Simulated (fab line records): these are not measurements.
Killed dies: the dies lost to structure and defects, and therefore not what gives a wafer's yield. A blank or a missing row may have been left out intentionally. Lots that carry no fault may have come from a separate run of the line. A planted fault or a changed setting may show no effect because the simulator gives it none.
fab line records    flow nand_harc
record lots=6  wafers=18  last_day=24
route steps=1159 shown A_SGD_CUT@750 END@1159
lots that met no fault: from a run of the same line without faults
start_h: hours from the record's first day to the start of the lot's first wafer shown    wait_h: how many hours have passed since the lot's step before this one    " repeats the value in the row above    L1.1+2: a row that stands for several wafers    - no value, or no start was given    * or withheld: withheld    < > ~ a bound
route shown NAME@n: NAME is a module with steps in the file, n the number in the route of the first one    usual: mean/standard deviation taken from wafers without a fault    same: alike in all rows    chamber/n: place in a boat    sites: per-site readings    _std_site: standard deviation across them    _edge_site: mean of outer sites minus mean of inner sites    radius_mm: how far each site lies from the wafer's centre    mask NAME#n: copy n    behind: the last tool/chamber to shape the wafer    hold: why the lot was held/for how many hours/how that ended    device: the transistor (n, p or np) that didn't switch    end of line: the same wafers' tests at the end of the route    a step given without rows: its recipe and nothing more    killed: the dies lost at the first sort to structure and to defects; this is not the yield of the wafer    map: dies across one wafer; x = killed, . = not, _ = none there
set.NAME: the run value of the setting; set.NAME@STEP: its run value at that earlier step    model.NAME: the simulator's own value behind a step, which no gauge read
lots at some steps of the route; a table a step, a row a wafer
services: the hour from which a tool's chamber was out of use, counted from the record's first day as start_h (under 0 if before that day), plus the number of hours and why
## steps
# step NHARC_A_SGD_CUT_COAT_56
# recipe temp_c=260  time_s=75
# step NHARC_A_SGD_CUT_COAT_57
# recipe temp_c=225  time_s=65
# step NHARC_A_SGD_CUT_COAT_03
# recipe spin_rpm=1500  resist_thk_nm=90
# step NHARC_A_SGD_CUT_SOFTBAKE_04
# recipe temp_c=105  time_s=55
# step NHARC_A_SGD_CUT_EBR_05
# step NHARC_A_SGD_CUT_EXPOSE_06
# recipe na=1.35  dose_mj=85.59  mask_id=SGD
# step NHARC_A_SGD_CUT_PEB_07
# recipe peb_temp_c=100  peb_time_s=65
# step NHARC_A_SGD_CUT_DEVELOP_08
# recipe develop_time_s=35  dev_temp_c=23
# step NHARC_A_SGD_CUT_CD_MEAS_09
# recipe target_cd_nm=100  landing_energy_ev=500
# usual cd_nm=99.8/0.68
lot.wafer  tool       chamber  start_h  wait_h  cd_nm
L423.1     cd_sem-02  0        314.53   -       99.8
L423.5     "          0        "        "       99.7
L423.6     "          0        "        "       99.7
L425.1     cd_sem-01  0        325.10   -       100.5
L425.4     "          0        "        "       99.9
L425.6     "          0        "        "       99.0
L430.1     cd_sem-01  0        337.77   -       98.7
L430.2     "          0        "        "       99.2
L430.5     "          0        "        "       98.9
L429.1     cd_sem-02  0        350.22   -       100.2
L429.4     "          0        "        "       100.3
L429.6     "          0        "        "       100.4
L439.1     cd_sem-01  0        400.69   -       100.3
L439.5     "          0        "        "       99.3
L439.6     "          0        "        "       100.2
L443.1     cd_sem-03  0        441.82   -       99.1
L443.4     "          0        "        "       99.7
L443.5     "          0        "        "       99.1
# step NHARC_A_SGD_CUT_OVL_MEAS_10
# usual overlay_x_nm=0.0/1  overlay_y_nm=0.0/0.92
lot.wafer  tool        chamber  start_h  wait_h  overlay_x_nm  overlay_y_nm
L423.1     overlay-02  -        314.62   -       1.5           0.3
L423.5     "           -        "        "       1.1           0.8
L423.6     "           -        "        "       1.3           0.9
L425.1     overlay-02  -        325.19   -       -0.5          0.5
L425.4     "           -        "        "       -0.2          0.5
L425.6     "           -        "        "       -0.8          1.1
L430.1     overlay-01  -        337.86   -       0.4           2.2
L430.2     "           -        "        "       0.6           1.4
L430.5     "           -        "        "       0.2           2.1
L429.1     overlay-01  -        350.31   -       0.4           0.2
L429.4     "           -        "        "       0.9           0.6
L429.6     "           -        "        "       0.0           0.5
L439.1     overlay-02  -        400.78   -       0.3           1.5
L439.5     "           -        "        "       0.4           2.0
L439.6     "           -        "        "       0.7           1.6
L443.1     overlay-01  -        441.91   -       1.5           -0.2
L443.4     "           -        "        "       1.1           -0.6
L443.5     "           -        "        "       0.8           -0.7
# step NHARC_A_SGD_CUT_INSPECT_11
# usual raw_defect_count=17/9.9
lot.wafer  tool               chamber  start_h  wait_h  raw_defect_count
L423.1     defect_inspect-01  -        314.66   0.0     20
L423.5     "                  -        "        "       24
L423.6     "                  -        "        "       39
L425.1     defect_inspect-01  -        325.23   0.0     6
L425.4     "                  -        "        "       12
L425.6     "                  -        "        "       5
L430.1     defect_inspect-01  -        337.90   0.0     7
L430.2     "                  -        "        "       10
L430.5     "                  -        "        "       8
L429.1     defect_inspect-02  -        350.34   0.0     31
L429.4     "                  -        "        "       27
L429.6     "                  -        "        "       26
L439.1     defect_inspect-02  -        400.82   0.0     22
L439.5     "                  -        "        "       23
L439.6     "                  -        "        "       37
L443.1     defect_inspect-01  -        441.94   0.0     11
L443.4     "                  -        "        "       11
L443.5     "                  -        "        "       19
# step NHARC_A_SGD_CUT_DESCUM_14
# recipe time_s=3  o2_flow_sccm=200  ar_flow_sccm=0  bias_power_w=0  chemistry=O2
# usual drypump_motor_current_A=5.5/0.43  oes_product_au=0.999/0.012  rf_vpp_V=58.0/0.88  showerhead_plenum_p_Torr=1.96/0.074  throttle_valve_pct=11.311/0.0091
# same bias_power_w=0
lot.wafer  tool         chamber  start_h  wait_h  drypump_motor_current_A  oes_product_au  rf_hours_counter_h  rf_vpp_V  showerhead_plenum_p_Torr  throttle_valve_pct
L423.1     rie_diel-07  3        314.74   0.1     5.3                      1.011           8                   57.2      1.91                      11.306
L423.5     "            1        "        "       5.3                      0.992           -                   57.2      1.85                      11.312
L423.6     "            2        "        "       5.3                      1.009           -                   58.6      1.96                      11.318
L425.4     rie_diel-13  3        325.30   0.1     6.3                      1.022           3                   59.0      2.04                      11.315
L425.1     "            1        "        "       5.6                      1.026           5                   58.2      2.00                      11.322
L425.6     "            3        "        "       6.3                      1.012           -                   57.7      2.04                      11.313
L430.1     rie_diel-07  1        337.96   0.1     5.3                      0.990           11                  58.9      1.85                      11.317
L430.2     "            3        "        "       5.3                      0.997           12                  58.3      1.91                      11.307
L430.5     "            2        "        "       5.3                      1.000           -                   57.9      1.96                      11.303
L429.1     rie_diel-07  2        350.41   0.1     5.3                      1.003           14                  58.2      1.96                      11.305
L429.4     "            0        "        "       5.5                      1.007           13                  56.3      1.92                      11.308
L429.6     "            2        "        "       5.3                      1.006           -                   57.9      1.96                      11.297
L439.1     rie_diel-08  0        400.89   0.1     5.8                      1.010           5                   57.8      1.93                      11.314
L439.6     "            2        "        "       4.9                      1.003           -                   57.7      1.99                      11.319
L439.5     "            3        "        "       5.1                      0.995           -                   57.8      1.80                      11.319
L443.1     rie_diel-08  2        442.01   0.1     4.8                      1.005           9                   57.5      1.99                      11.301
L443.4     "            3        "        "       5.1                      0.991           10                  55.7      1.80                      11.321
L443.5     "            1        "        "       5.4                      0.989           -                   60.2      1.97                      11.300
# step NHARC_A_SGD_CUT_ETCH_58
# recipe target_depth_a=390  over_etch_frac=0.3  time_s=65  ion_energy_ev=80  cf4_flow_sccm=150  ar_flow_sccm=0  rf_w=300  bias_w=100  chemistry=CF4
# usual bias_w=100.0/0.31  cf4_flow_sccm=149.9/0.47  drypump_motor_current_A=5.5/0.43  oes_product_au=1.000/0.012  over_etch_frac=0.3/0  rf_vpp_V=151.7/1.1  showerhead_plenum_p_Torr=1.81/0.061  throttle_valve_pct=13.285/0.01
lot.wafer  tool         chamber  start_h  wait_h  bias_w  cf4_flow_sccm  drypump_motor_current_A  oes_product_au  over_etch_frac  rf_hours_counter_h  rf_vpp_V  showerhead_plenum_p_Torr  throttle_valve_pct
L423.1     rie_diel-07  3        314.82   0.1     100.4   150.4          5.3                      1.007           0.3             8                   151.9     1.77                      13.262
L423.6     "            1        "        "       99.8    149.8          5.3                      0.994           0.3             -                   152.0     1.72                      13.278
L423.5     "            2        "        "       99.9    150.1          5.3                      1.003           0.3             -                   151.8     1.81                      13.291
L425.1     rie_diel-13  1        325.37   0.1     100.5   149.8          5.7                      1.016           0.3             5                   153.0     1.84                      13.293
L425.4     "            3        "        "       100.0   149.7          6.4                      0.999           0.3             3                   153.0     1.88                      13.293
L425.6     "            1        "        "       100.2   149.8          5.6                      1.026           0.3             -                   151.7     1.84                      13.295
L430.2     rie_diel-07  3        338.09   0.1     -       -              -                        -               -               -                   -         -                         -
L430.1     "            0        "        "       -       -              -                        -               -               -                   -         -                         -
L430.5     "            3        "        "       -       -              -                        -               -               -                   -         -                         -
L429.4     rie_diel-07  2        350.49   0.1     -       -              -                        -               -               -                   -         -                         -
L429.1     "            0        "        "       -       -              -                        -               -               -                   -         -                         -
L429.6     "            3        "        "       -       -              -                        -               -               -                   -         -                         -
L439.1     rie_diel-08  0        400.97   0.1     100.0   149.9          5.8                      1.013           0.3             5                   151.6     1.78                      13.262
L439.6     "            2        "        "       99.9    150.0          4.8                      1.001           0.3             -                   151.6     1.83                      13.277
L439.5     "            3        "        "       100.3   150.3          5.1                      0.994           0.3             -                   150.4     1.67                      13.283
L443.1     rie_diel-08  1        442.09   0.1     100.2   150.5          5.4                      0.986           0.3             7                   150.0     1.82                      13.307
L443.4     "            3        "        "       99.9    149.9          5.1                      0.992           0.3             10                  151.0     1.67                      13.292
L443.5     "            2        "        "       100.1   150.7          4.8                      1.004           0.3             -                   152.9     1.83                      13.284
# step NHARC_A_SGD_CUT_ETCH_59
# recipe target_depth_a=2600  over_etch_frac=0.25  time_s=406.25  ion_energy_ev=200  n2_flow_sccm=150  h2_flow_sccm=150  ar_flow_sccm=0  rf_w=400  bias_w=150  chemistry=N2/H2
# usual bias_w=149.9/0.38  chamber_pressure_mTorr=30.001/0.029  drypump_motor_current_A=5.5/0.41  oes_product_au=0.999/0.012  rf_vpp_V=431.6/2.2  showerhead_plenum_p_Torr=2.08/0.079  throttle_valve_pct=14.171/0.0097
# same over_etch_frac=0.25
lot.wafer  tool         chamber  start_h  wait_h  bias_w  chamber_pressure_mTorr  drypump_motor_current_A  oes_product_au  rf_hours_counter_h  rf_vpp_V  showerhead_plenum_p_Torr  throttle_valve_pct
L423.1     rie_diel-07  2        -        -       150.8   29.997                  5.3                      1.006           8                   432.3     2.09                      14.180
L423.5     "            2        "        "       149.5   30.010                  5.3                      0.997           -                   432.5     2.09                      14.168
L423.6     "            3        "        "       150.0   29.950                  5.3                      0.996           -                   429.7     2.04                      14.164
L425.1     rie_diel-13  1        -        -       150.4   30.084                  5.6                      1.013           5                   432.8     2.13                      14.182
L425.4     "            2        "        "       150.1   29.973                  5.6                      0.981           5                   433.8     2.16                      14.179
L425.6     "            1        "        "       149.9   29.967                  5.7                      1.014           -                   434.5     2.13                      14.160
L430.2     rie_diel-07  0        338.18   0.1     149.8   30.005                  5.5                      1.004           12                  430.0     2.04                      14.154
L430.1     "            3        "        "       150.0   30.037                  5.3                      0.995           12                  430.8     2.03                      14.177
L430.5     "            1        "        "       150.0   30.035                  5.3                      1.000           -                   428.9     1.97                      14.170
L429.4     rie_diel-07  0        350.58   0.1     149.5   29.975                  5.5                      1.004           13                  430.9     2.04                      14.160
L429.1     "            3        "        "       150.4   29.981                  5.3                      1.011           13                  429.8     2.03                      14.151
L429.6     "            0        "        "       149.5   29.974                  5.5                      1.001           -                   430.8     2.04                      14.170
L439.1     rie_diel-08  3        -        -       149.5   30.024                  5.1                      0.986           6                   427.1     1.91                      14.183
L439.6     "            3        "        "       149.8   29.995                  5.1                      0.986           -                   425.4     1.91                      14.186
L439.5     "            0        "        "       149.9   29.987                  5.9                      1.008           -                   431.6     2.06                      14.167
L443.4     rie_diel-08  3        -        -       150.7   29.998                  5.1                      0.992           10                  426.3     1.91                      14.158
L443.1     "            0        "        "       150.1   29.977                  5.9                      0.998           9                   431.0     2.06                      14.153
L443.5     "            2        "        "       150.3   30.047                  4.8                      1.005           -                   430.8     2.12                      14.180
# step NHARC_END_SORT_01
# recipe temp_c=25
# usual killed_at_array=24/8.4  killed_at_other=0.7/1.1  killed_at_periphery=2.9/1.7  killed_dies=27/8.6  killed_open=3.3/1.8  killed_short=1.8/1.4
# same gross_dies=677
lot.wafer  tool       chamber  start_h  wait_h  killed_at_array  killed_at_other  killed_at_periphery  killed_dies  killed_open  killed_short
L430.1     prober-01  0        478.75   2.5     675              1                1                    677          3            4
L430.2     prober-01  0        479.55   2.8     675              1                1                    677          2            1
L430.5     prober-01  0        481.92   3.7     672              1                4                    677          7            0
L429.1     prober-02  0        481.78   2.5     674              0                3                    677          6            5
L429.4     prober-02  0        484.19   3.4     676              0                1                    677          1            2
L429.6     prober-02  0        485.80   4.0     673              1                3                    677          4            1
L439.1     prober-02  0        557.18   2.5     25               1                1                    27           0            1
L439.5     prober-02  0        560.38   3.7     27               2                2                    31           6            0
L439.6     prober-02  0        561.18   4.0     35               1                3                    39           1            3
L443.1     prober-01  0        567.27   2.5     16               0                2                    18           2            3
L443.4     prober-01  0        569.67   3.4     26               0                1                    27           6            2
L443.5     prober-01  0        570.46   3.7     24               0                2                    26           4            4
# killed by level:class
L430.1 A_SGD_CUT:area_etch=649 A_SLIT:chamber_film_flake=13 A_STAIRCASE:chamber_film_flake=3 A_WL_FILL:geometric_particle:short=2 A_CHANNEL_HOLE_D1:chamber_film_flake=2 A_CONTACT:chamber_film_flake=2 P_M0:geometric_particle:open=1 A_SGD_CUT:geometric_particle:short=1
L430.2 A_SGD_CUT:area_etch=657 A_SLIT:chamber_film_flake=8 A_CHANNEL_HOLE_D1:chamber_film_flake=4 A_STAIRCASE:chamber_film_flake=3 P_GATE:geometric_particle:short=1 A_WL_FILL:geometric_particle:open=1 A_CONTACT:geometric_particle:open=1 A_CONTACT:chamber_film_flake=1
L429.1 A_SGD_CUT:area_etch=624 A_CHANNEL_HOLE_D1:chamber_film_flake=22 A_CONTACT:chamber_film_flake=8 A_CONTACT:geometric_particle:open=4 A_SLIT:chamber_film_flake=4 P_M1:chamber_film_flake=3 A_STAIRCASE:chamber_film_flake=3 A_CONTACT:geometric_particle:short=2
L430.5 A_SGD_CUT:area_etch=662 A_SLIT:chamber_film_flake=5 P_M0:geometric_particle:open=3 P_CONTACT:geometric_particle:open=1 A_CHANNEL_FILL_D1:geometric_particle:open=1 A_CONTACT:geometric_particle:open=1 A_M0:geometric_particle:open=1 A_STAIRCASE:chamber_film_flake=1
L429.4 A_SGD_CUT:area_etch=645 A_CHANNEL_HOLE_D1:chamber_film_flake=15 A_CONTACT:chamber_film_flake=6 A_SLIT:chamber_film_flake=4 A_STAIRCASE:chamber_film_flake=2 A_ONON_D1:geometric_particle:short=1 A_WL_FILL:geometric_particle:short=1 A_M0:geometric_particle:open=1
L429.6 A_SGD_CUT:area_etch=636 A_CHANNEL_HOLE_D1:chamber_film_flake=19 A_SLIT:chamber_film_flake=9 A_CONTACT:chamber_film_flake=3 A_STAIRCASE:chamber_film_flake=2 P_CONTACT:geometric_particle:short=1 P_M0:geometric_particle:open=1 A_CHANNEL_HOLE_D1:geometric_particle:open=1
L439.1 A_CHANNEL_HOLE_D1:chamber_film_flake=16 A_STAIRCASE:chamber_film_flake=3 A_CONTACT:chamber_film_flake=3 A_WL_FILL:geometric_particle:short=1 P_ZERO_WELL:chamber_film_flake=1 A_ZERO_WELL:chamber_film_flake=1 A_SLIT:chamber_film_flake=1 THIN_TSV:chamber_film_flake=1
L439.5 A_CHANNEL_HOLE_D1:chamber_film_flake=13 A_ONON_D1:geometric_particle:open=3 A_CONTACT:chamber_film_flake=3 A_STAIRCASE:chamber_film_flake=2 A_WL_FILL:chamber_film_flake=2 THIN_TSV:chamber_film_flake=2 P_GATE:geometric_particle:open=1 P_M0:geometric_particle:open=1
L439.6 A_CHANNEL_HOLE_D1:chamber_film_flake=22 A_CONTACT:chamber_film_flake=5 A_STAIRCASE:chamber_film_flake=2 A_WL_FILL:chamber_film_flake=2 P_STI:geometric_particle:short=1 P_GATE:geometric_particle:short=1 A_M0:geometric_particle:open=1 A_M0:geometric_particle:short=1
L443.1 A_CONTACT:chamber_film_flake=6 A_CHANNEL_HOLE_D1:chamber_film_flake=4 A_ONON_D1:geometric_particle:short=2 A_CONTACT:geometric_particle:open=2 P_GATE:chamber_film_flake=2 A_CONTACT:geometric_particle:short=1 A_STAIRCASE:chamber_film_flake=1
L443.4 A_CONTACT:chamber_film_flake=10 A_CHANNEL_HOLE_D1:chamber_film_flake=4 A_STAIRCASE:chamber_film_flake=3 A_CHANNEL_FILL_D1:geometric_particle:open=2 A_ONON_D1:geometric_particle:open=1 A_SGD_CUT:geometric_particle:short=1 A_SLIT:geometric_particle:short=1 A_WL_FILL:geometric_particle:open=1
L443.5 A_STAIRCASE:chamber_film_flake=8 A_CHANNEL_HOLE_D1:chamber_film_flake=5 A_CONTACT:chamber_film_flake=4 P_M0:geometric_particle:short=2 A_M0:geometric_particle:open=2 A_ONON_D1:geometric_particle:open=1 A_ONON_D1:geometric_particle:short=1 A_CHANNEL_FILL_D1:geometric_particle:open=1
# map L429.1 (x killed, . not)
____________x____________
_________xxxxxxx_________
_______xxxxxxxxxxx_______
______xxxxxxxxxxxxx______
_____xxxxxxxxxxxxxxx_____
____xxxxxxxxxxxxxxxxx____
____xxxxxxxxxxxxxxxxx____
___xxxxxxxxxxxxxxxxxxx___
___xxxxxxxxxxxxxxxxxxx___
__xxxxxxxxxxxxxxxxxxxxx__
__xxxxxxxxxxxxxxxxxxxxx__
_xxxxxxxxxxxxxxxxxxxxxxx_
_xxxxxxxxxxxxxxxxxxxxxxx_
_xxxxxxxxxxxxxxxxxxxxxxx_
_xxxxxxxxxxxxxxxxxxxxxxx_
_xxxxxxxxxxxxxxxxxxxxxxx_
xxxxxxxxxxxxxxxxxxxxxxxxx
xxxxxxxxxxxxxxxxxxxxxxxxx
xxxxxxxxxxxxxxxxxxxxxxxxx
xxxxxxxxxxxxxxxxxxxxxxxxx
xxxxxxxxxxxxxxxxxxxxxxxxx
_xxxxxxxxxxxxxxxxxxxxxxx_
_xxxxxxxxxxxxxxxxxxxxxxx_
_xxxxxxxxxxxxxxxxxxxxxxx_
_xxxxxxxxxxxxxxxxxxxxxxx_
_xxxxxxxxxxxxxxxxxxxxxxx_
__xxxxxxxxxxxxxxxxxxxxx__
__xxxxxxxxxxxxxxxxxxxxx__
___xxxxxxxxxxxxxxxxxxx___
___xxxxxxxxxxxxxxxxxxx___
____xxxxxxxxxxxxxxxxx____
____xxxxxxxxxxxxxxxxx____
_____xxxxxxxxxxxxxxx_____
______xxxxxxxxxxxxx______
_______xxxxxxxxxxx_______
_________xxxxxxx_________
____________x____________
# map L430.1 (x killed, . not)
____________x____________
_________xxxxxxx_________
_______xxxxxxxxxxx_______
______xxxxxxxxxxxxx______
_____xxxxxxxxxxxxxxx_____
____xxxxxxxxxxxxxxxxx____
____xxxxxxxxxxxxxxxxx____
___xxxxxxxxxxxxxxxxxxx___
___xxxxxxxxxxxxxxxxxxx___
__xxxxxxxxxxxxxxxxxxxxx__
__xxxxxxxxxxxxxxxxxxxxx__
_xxxxxxxxxxxxxxxxxxxxxxx_
_xxxxxxxxxxxxxxxxxxxxxxx_
_xxxxxxxxxxxxxxxxxxxxxxx_
_xxxxxxxxxxxxxxxxxxxxxxx_
_xxxxxxxxxxxxxxxxxxxxxxx_
xxxxxxxxxxxxxxxxxxxxxxxxx
xxxxxxxxxxxxxxxxxxxxxxxxx
xxxxxxxxxxxxxxxxxxxxxxxxx
xxxxxxxxxxxxxxxxxxxxxxxxx
xxxxxxxxxxxxxxxxxxxxxxxxx
_xxxxxxxxxxxxxxxxxxxxxxx_
_xxxxxxxxxxxxxxxxxxxxxxx_
_xxxxxxxxxxxxxxxxxxxxxxx_
_xxxxxxxxxxxxxxxxxxxxxxx_
_xxxxxxxxxxxxxxxxxxxxxxx_
__xxxxxxxxxxxxxxxxxxxxx__
__xxxxxxxxxxxxxxxxxxxxx__
___xxxxxxxxxxxxxxxxxxx___
___xxxxxxxxxxxxxxxxxxx___
____xxxxxxxxxxxxxxxxx____
____xxxxxxxxxxxxxxxxx____
_____xxxxxxxxxxxxxxx_____
______xxxxxxxxxxxxx______
_______xxxxxxxxxxx_______
_________xxxxxxx_________
____________x____________
## services
tool         chamber  start_h  hours  kind
rie_diel-08  -        301.80   9.0    pm
rie_diel-07  0        310.91   -      clean
rie_diel-07  1        310.91   -      clean
rie_diel-07  2        310.91   -      clean
rie_diel-07  3        310.91   -      clean
rie_diel-07  0        315.81   2.4    repair
rie_diel-13  -        328.55   2.4    repair
rie_diel-07  0        335.45   -      clean
rie_diel-07  1        335.45   -      clean
rie_diel-07  2        335.45   -      clean
rie_diel-07  3        335.45   -      clean
rie_diel-07  0        359.95   -      clean
rie_diel-07  1        359.95   -      clean
rie_diel-07  2        359.95   -      clean
rie_diel-07  3        359.95   -      clean
rie_diel-08  1        380.65   17.5   repair
rie_diel-08  0        380.84   11.5   repair
rie_diel-07  0        384.45   -      clean
rie_diel-07  1        384.45   -      clean
rie_diel-07  2        384.45   -      clean
rie_diel-07  3        384.45   -      clean
rie_diel-07  -        405.20   9.0    pm
rie_diel-07  0        405.20   9.0    vent_cycle
rie_diel-07  1        405.20   9.0    vent_cycle
## key
first_sign step=NHARC_A_SGD_CUT_ETCH_58  reading=tool_record  direction=missing
effect step=NHARC_END_SORT_01  reading=killed_at_array  direction=up  sigmas=77  usual=24  struck=674
more_kills_born_at NHARC_A_SGD_CUT_ETCH_58@rie_diel-07=3873
met_at NHARC_A_SGD_CUT_ETCH_58
struck_wafers L429.1,L429.4,L429.6,L430.1,L430.2,L430.5
later_rows_left_out L429.1,L429.4,L429.6,L430.1,L430.2,L430.5
tester_left_out L429,L430
onset_between 314.82 338.09
fault kind=skipped_step_whole  tool=rie_diel-07  chamber=-  onset_h=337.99  steps=NHARC_A_SGD_CUT_ETCH_58  scope=struck_lots_only
# tester_left_out: of these lots the tester's yield and bins aren't shown, on N5 and GAA mostly nor the transistor test; their killed dies are dies lost to structure and defects alone, not to doping, threshold or leakage, so they don't give the yield
# later_rows_left_out: the simulator's readings of these wafers behind a module that went badly wrong aren't trusted and aren't shown, but for the sort
